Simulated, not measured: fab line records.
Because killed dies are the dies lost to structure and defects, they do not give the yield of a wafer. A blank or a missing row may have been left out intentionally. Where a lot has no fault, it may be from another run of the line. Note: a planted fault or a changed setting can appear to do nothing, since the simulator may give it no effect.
Matching of chambers / flow nand_harc / NHARC_A_CHANNEL_FILL_D2_ALD_02 on ald_hk-01: 4 sister chambers
The step deposits SiO2, target thk 6 nm, pulse time 10 s, ald cycles 60. 4 wafers are shown with their chamber, then 11 later ones without.

== WAFERS WITH THEIR CHAMBER ==
wafer=L081.3; chamber=0; heater_power_w (W)=421
wafer=L081.4; chamber=1; heater_power_w (W)=438
wafer=L083.4; chamber=3; heater_power_w (W)=532
wafer=L085.1; chamber=2; heater_power_w (W)=449

== WAFERS MISSING THEIR CHAMBER ==
wafer=L085.2; heater_power_w (W)=515
wafer=L085.3; heater_power_w (W)=441
wafer=L092.2; heater_power_w (W)=508
wafer=L092.4; heater_power_w (W)=450
wafer=L092.6; heater_power_w (W)=451
wafer=L091.3; heater_power_w (W)=442
wafer=L091.4; heater_power_w (W)=457
wafer=L091.6; heater_power_w (W)=434
wafer=L096.1; heater_power_w (W)=396
wafer=L096.2; heater_power_w (W)=464
wafer=L096.3; heater_power_w (W)=513

== THE CHAMBER EACH PASSED THROUGH ==
wafer=L085.2; from the rows above=3; in truth=3
wafer=L085.3; from the rows above=can't be placed: 1 or 2 or 0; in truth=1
wafer=L092.2; from the rows above=3; in truth=3
wafer=L092.4; from the rows above=can't be placed: 2 or 1 or 0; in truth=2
wafer=L092.6; from the rows above=can't be placed: 2 or 1 or 0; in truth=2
wafer=L091.3; from the rows above=can't be placed: 1 or 2 or 0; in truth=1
wafer=L091.4; from the rows above=can't be placed: 2 or 1 or 0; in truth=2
wafer=L091.6; from the rows above=can't be placed: 1 or 0 or 2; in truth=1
wafer=L096.1; from the rows above=can't be placed: 0 or 1 or 2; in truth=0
wafer=L096.2; from the rows above=can't be placed: 2 or 1 or 0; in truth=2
wafer=L096.3; from the rows above=3; in truth=3
Correctly placed: 3 of 11. Can't be placed from these rows: 8 (the true chamber is among the candidates in 8). Number placed wrongly: 0.
How it was worked out, from the rows above alone: a wafer's distance from a chamber is the root of the sum, over the readings, of the square of ((its reading less the chamber's mean) divided by the reading's scatter). If the next closest chamber is less than 2 further off than the closest, the wafer can't be placed; otherwise it belongs to the closest. Each chamber's mean is taken over the wafers shown for it. The scatter: root of mean squared gap, hidden wafer to nearest shown wafer, with one shown wafer a chamber.
